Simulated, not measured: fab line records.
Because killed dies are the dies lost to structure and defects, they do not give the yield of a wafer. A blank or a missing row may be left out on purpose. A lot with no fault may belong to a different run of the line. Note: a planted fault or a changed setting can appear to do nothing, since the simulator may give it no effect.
Lot-split experiment	flow n5_finfet	route with 1938 steps; 7 lots, 21 wafers read

== ON THE SPLIT ==
At N5_BEOL_M13_SPUTTER_44 (material Ta, target thk 10 nm, time 16.13 s), the setting power_w was moved away from the recipe's 15000 W on 8 of the 21 wafers read, by -14.5% to +18.0%. For the rest of the wafers, this setting stayed at what the recipe calls for.

The reading comes from the split's own step.

== THE READING ==
Ta_of_BEOL_M13_SPUTTER_44.thk_nm (the simulator's own value, which no gauge read), in nm, at N5_BEOL_M13_SPUTTER_44 (material Ta, target thk 10 nm, time 16.13 s). The file gives no usual value for it. The 13 wafers here that ran the recipe average 10.0 nm, standard deviation 0.14 nm.

wafer	tool, chamber at the split	power_w as run, W	against the recipe	Ta_of_BEOL_M13_SPUTTER_44.thk_nm, nm	against lot-mates on the recipe
L080.1	pvd_sputter-03, -	17700	+18.0%	12	+2.2
L080.2	pvd_sputter-03, -	17700	+18.0%	12	+2.2
L080.3	pvd_sputter-03, -	15000	recipe	9.8	-
L081.2	pvd_sputter-02, -	13490	-10.1%	9.2	-1.0
L081.5	pvd_sputter-02, -	15000	recipe	10.2	-
L081.6	pvd_sputter-02, -	13490	-10.1%	9	-1.2
L084.1	pvd_sputter-01, -	15000	recipe	10	-
L084.6	pvd_sputter-01, -	15000	recipe	10	-
L084.4	pvd_sputter-01, -	17450	+16.3%	11.6	+1.6
L083.4	pvd_sputter-01, -	15000	recipe	10	-
L083.5	pvd_sputter-01, -	15000	recipe	9.8	-
L083.6	pvd_sputter-01, -	12820	-14.5%	8.4	-1.5
L086.1	pvd_sputter-01, -	14290	-4.7%	9.6	-0.4
L086.3	pvd_sputter-01, -	15000	recipe	10	-
L086.5	pvd_sputter-01, -	15000	recipe	10	-
L093.2	pvd_sputter-02, -	15000	recipe	10.2	-
L093.3	pvd_sputter-02, -	15000	recipe	10.2	-
L093.5	pvd_sputter-02, -	15860	+5.7%	10.8	+0.6
L095.3	pvd_sputter-02, -	15000	recipe	9.8	-
L095.4	pvd_sputter-02, -	15000	recipe	10	-
L095.6	pvd_sputter-02, -	15000	recipe	10	-

FIT RESULTS
A straight line over all 21 wafers: Ta_of_BEOL_M13_SPUTTER_44.thk_nm changes by +0.105 nm for each +1% of power_w; r = +0.99; the points scatter about the line by 0.14 nm.
The same after taking each lot's own level away (the mean of its wafers on the recipe; 21 wafers): +0.111 nm for each +1%; r = +0.99; scatter 0.11 nm.
According to that fit, moving power_w by its largest amount changes the reading by 2 nm.
Across the lots, their own levels run from 9.80 to 10.20 nm, a range of 2.9 times the standard deviation given above.
Consequently the slope shifts little with the lot-to-lot level, the two slopes agreeing.
Check: with one of the wafers moved furthest among these (+18.0%) left out of the fit, the line predicts +1.96 nm for it against its lot-mates. Against them it came out at +2.2 nm.

== OTHER SPLITS APPLIED TO THESE WAFERS ==
These wafers also went through other splits before the reading. Each is held against what the fit with the lots' levels taken away leaves over:
other split on the same wafers	wafers away from the commonest value	r with Ta_of_BEOL_M13_SPUTTER_44.thk_nm (lot level and that fit taken away)
N5_BEOL_M12_STRIP_63 h2_flow_sccm	5	+0.19
N5_BEOL_M12_ETCH_68 time_s	7	+0.29
N5_BEOL_M12_SPUTTER_44 time_s	4	-0.05

== THE FILE'S OWN FIT ==
Ta_of_BEOL_M13_SPUTTER_44.thk_nm changes by +0.108 nm for each +1% of power_w, r = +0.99.
